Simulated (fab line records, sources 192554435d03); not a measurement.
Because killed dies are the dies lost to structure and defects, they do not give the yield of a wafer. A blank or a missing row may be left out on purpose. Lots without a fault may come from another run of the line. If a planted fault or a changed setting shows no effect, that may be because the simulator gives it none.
The same fault as seen by 3 desks | flow n5-finfet | numbers are kept per desk, each desk with only its own; the story behind them comes last

THE DEFECT DESK
Per lot, the means of the sampled wafers with a number show what the inspections along the route counted. A lot is out of limits, marked OUT, if its mean lies more than 4 standard deviations from the usual mean; the brackets give that distance.
Columns: A = raw-defect-count at N5_MIM_BOT_LITHO_INSPECT_12, usual 2.1
lot  | first seen here | A
L961 | day 14 02:28    | 1.0
L966 | day 15 00:36    | 2.0
L970 | day 15 20:15    | 1.7
L972 | day 17 00:57    | 1.7
L974 | day 17 16:10    | 2.3
Result from this desk: across the 5 lots, nothing is out of limits.

THE METROLOGY DESK
What the gauges read, lot by lot, whatever tool the lot ran on: means of the sampled wafers that have a number. A lot is out of limits, marked OUT, if its mean lies more than 4 standard deviations from the usual mean; the brackets give that distance.
Columns: A = cd-nm at N5_MIM_BOT_LITHO_CD_MEAS_08, usual 2999.8 nm; B = MIM_BOT_OVL at N5_MIM_BOT_LITHO_OVL_MEAS_11, usual 1 nm
lot  | first seen here | A      | B
L961 | day 14 02:25    | 2999.1 | 7
L966 | day 15 00:32    | 3002.3 | -4
L970 | day 15 20:11    | 2999.9 | 5
L972 | day 17 00:54    | 2999.3 | 2
L974 | day 17 16:06    | 3000.7 | 0
Result from this desk: across the 5 lots, nothing is out of limits.

THE TOOL OWNER'S DESK: rie-metal-01
The tool's own readings at N5_MIM_BOT_ETCH_ETCH_00 (etches TiN in Cl2/BCl3, target depth 45.5 nm): means of the sampled wafers that have a number, for each lot that ran on this tool. A lot is out of limits, marked OUT, if its mean lies more than 4 standard deviations from the usual mean; the brackets give that distance.
Columns: A = bcl3-flow-sccm at N5_MIM_BOT_ETCH_ETCH_00, usual 21.76 sccm; B = drypump-motor-current-A at N5_MIM_BOT_ETCH_ETCH_00, usual 5.6 A; C = mfc-ar-sccm at N5_MIM_BOT_ETCH_ETCH_00, usual 24.99 sccm; D = oes_ar_750_au at N5_MIM_BOT_ETCH_ETCH_00, usual 0.77 a.u.; E = oes-product-au at N5_MIM_BOT_ETCH_ETCH_00, usual 0.77 a.u.; F = throttle-valve-pct at N5_MIM_BOT_ETCH_ETCH_00, usual 21.84 %
lot  | first seen here | A     | B   | C     | D    | E    | F
L961 | day 14 02:45    | 21.78 | 5.9 | 24.99 | 0.73 | 0.80 | 21.44
L972 | day 17 01:16    | 21.72 | 5.9 | 24.92 | 0.82 | 0.82 | 21.58
L974 | day 17 16:26    | 21.71 | 5.9 | 24.92 | 0.73 | 0.72 | 21.51
Result from this desk: across the 3 lots, nothing is out of limits.

PUT TOGETHER
Nothing out of limits was seen by the defect desk.
The metrology desk saw nothing out of limits.
The tool owner's desk saw nothing out of limits.

WHAT WAS PUT IN BY THE SIMULATOR
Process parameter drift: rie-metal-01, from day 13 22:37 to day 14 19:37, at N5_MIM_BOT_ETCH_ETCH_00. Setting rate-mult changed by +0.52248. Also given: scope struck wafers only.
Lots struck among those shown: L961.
